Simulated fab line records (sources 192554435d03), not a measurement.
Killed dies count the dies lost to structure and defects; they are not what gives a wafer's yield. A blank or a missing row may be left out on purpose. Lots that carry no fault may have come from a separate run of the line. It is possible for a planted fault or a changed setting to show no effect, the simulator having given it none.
Chamber matching	flow n5Finfet	N5_MOL_CONTACT_COAG_CMP_23 on cmp-03 has 4 sister chambers
The step polishes, stops on SiO2, t overpolish 1.5 s, target thk 0 nm. 22 wafers are shown with their chamber, then 11 later ones without.

== WAFERS PAIRED WITH THEIR CHAMBERS ==
wafer	chamber	motorCurrentA (A)	timeToEndpointS (s)	overpolishRunS (s)
L074.1	2	8.9	4	1.494
L074.3	0	8.0	5	1.484
L074.5	1	9.2	10	1.491
L076.2	1	9.3	7	1.510
L076.4	0	7.9	6	1.500
L076.6	1	9.7	6	1.492
L078.1	2	9.1	8	1.516
L078.4	1	9.2	11	1.501
L078.6	3	9.5	14	1.498
L081.1	1	8.9	12	1.500
L081.5	2	8.8	6	1.485
L081.6	1	9.7	12	1.504
L082.1	2	9.4	7	1.501
L082.3	3	9.3	10	1.507
L082.5	2	9.3	7	1.494
L090.2	0	8.0	6	1.482
L090.4	2	9.4	5	1.493
L090.6	2	9.3	7	1.508
L091.1	1	9.6	13	1.496
L091.2	0	8.1	7	1.500
L091.6	3	9.3	15	1.491
L093.1	1	9.7	10	1.497

SIGNATURES, as means of the wafers listed above
reading	chamber 0	chamber 1	chamber 2	chamber 3	scatter within a chamber
motorCurrentA	8.000	9.412	9.171	9.367	0.241
timeToEndpointS	6.00	10.12	6.29	13.00	1.98
overpolishRunS	1.49150	1.49887	1.49871	1.49867	0.00867
Rule: distance of a wafer from a chamber = root of the sum over the readings of ((wafer's reading minus chamber's mean) / reading's scatter) squared. The wafer belongs to the nearest chamber; if the next one is less than 2 further off, it can't be placed. The scatter is the square root of a quotient: the sum, over the shown wafers, of each reading's squared deviation from its chamber's mean, divided by wafers minus chambers.

== WAFERS WITHOUT THEIR CHAMBER ==
wafer	motorCurrentA (A)	timeToEndpointS (s)	overpolishRunS (s)
L093.2	8.8	2	1.496
L093.3	7.6	2	1.502
L094.2	9.9	10	1.505
L094.3	9.4	4	1.499
L094.5	7.7	6	1.506
L095.1	8.7	4	1.505
L095.3	9.3	14	1.506
L095.6	9.5	6	1.510
L097.1	8.1	7	1.488
L097.3	9.6	11	1.503
L097.6	9.7	13	1.500

== THE CHAMBER EACH PASSED THROUGH ==
wafer	from the rows above	in truth
L093.2	can't be placed: 2 or 0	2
L093.3	0	0
L094.2	can't be placed: 1 or 3 or 2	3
L094.3	can't be placed: 2 or 1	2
L094.5	0	0
L095.1	can't be placed: 2 or 0 or 1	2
L095.3	can't be placed: 3 or 1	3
L095.6	can't be placed: 2 or 1 or 3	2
L097.1	0	0
L097.3	can't be placed: 1 or 3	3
L097.6	can't be placed: 3 or 1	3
Correct placement for 3 of the 11. These rows do not allow placing 8 (true chamber among the candidates in 8). 0 placed wrongly.
